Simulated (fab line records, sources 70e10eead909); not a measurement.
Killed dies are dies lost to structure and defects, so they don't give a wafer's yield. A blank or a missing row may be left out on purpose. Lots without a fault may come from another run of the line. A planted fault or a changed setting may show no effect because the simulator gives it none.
Chamber matching | flow nand_harc | NHARC_A_STAIRCASE_DESCUM_219 on rie_diel-07: 4 sister chambers
The step chemistry O2, time 3 s. 4 wafers are shown with their chamber, then 12 later ones without.

WAFERS WITH THEIR CHAMBER
wafer  | chamber | showerhead_plenum_p_Torr (Torr)
L089.3 | 1       | 1.89
L093.4 | 2       | 1.78
L095.4 | 0       | 1.88
L095.6 | 3       | 1.97

WAFERS WITHOUT THEIR CHAMBER
wafer  | showerhead_plenum_p_Torr (Torr)
L096.2 | 1.96
L096.5 | 1.88
L096.6 | 1.96
L096.1 | 1.78
L096.3 | 1.88
L096.4 | 1.78
L097.1 | 1.78
L097.4 | 1.78
L097.6 | 1.96
L097.2 | 1.96
L097.3 | 1.88
L097.5 | 1.88

WHICH CHAMBER EACH WENT THROUGH
wafer  | from the rows above     | in truth
L096.2 | 3                       | 3
L096.5 | can't be placed: 0 or 1 | 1
L096.6 | 3                       | 3
L096.1 | 2                       | 2
L096.3 | can't be placed: 0 or 1 | 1
L096.4 | 2                       | 2
L097.1 | 2                       | 2
L097.4 | 2                       | 2
L097.6 | 3                       | 3
L097.2 | 3                       | 3
L097.3 | can't be placed: 0 or 1 | 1
L097.5 | can't be placed: 0 or 1 | 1
Placed correctly: 8 of 12. Can't be placed from these rows: 4 (the true chamber is among the candidates in 4). Placed wrongly: 0.
How it was worked out, from the rows above alone: a wafer's distance from a chamber is the root of the sum, over the readings, of the square of ((its reading less the chamber's mean) divided by the reading's scatter). The wafer belongs to the nearest chamber; if the next one is less than 2 further off, it can't be placed. A chamber's mean is the mean of its shown wafers. The scatter: with one shown wafer a chamber, the root of the mean of the squares of how far each hidden wafer lies from its nearest shown one.
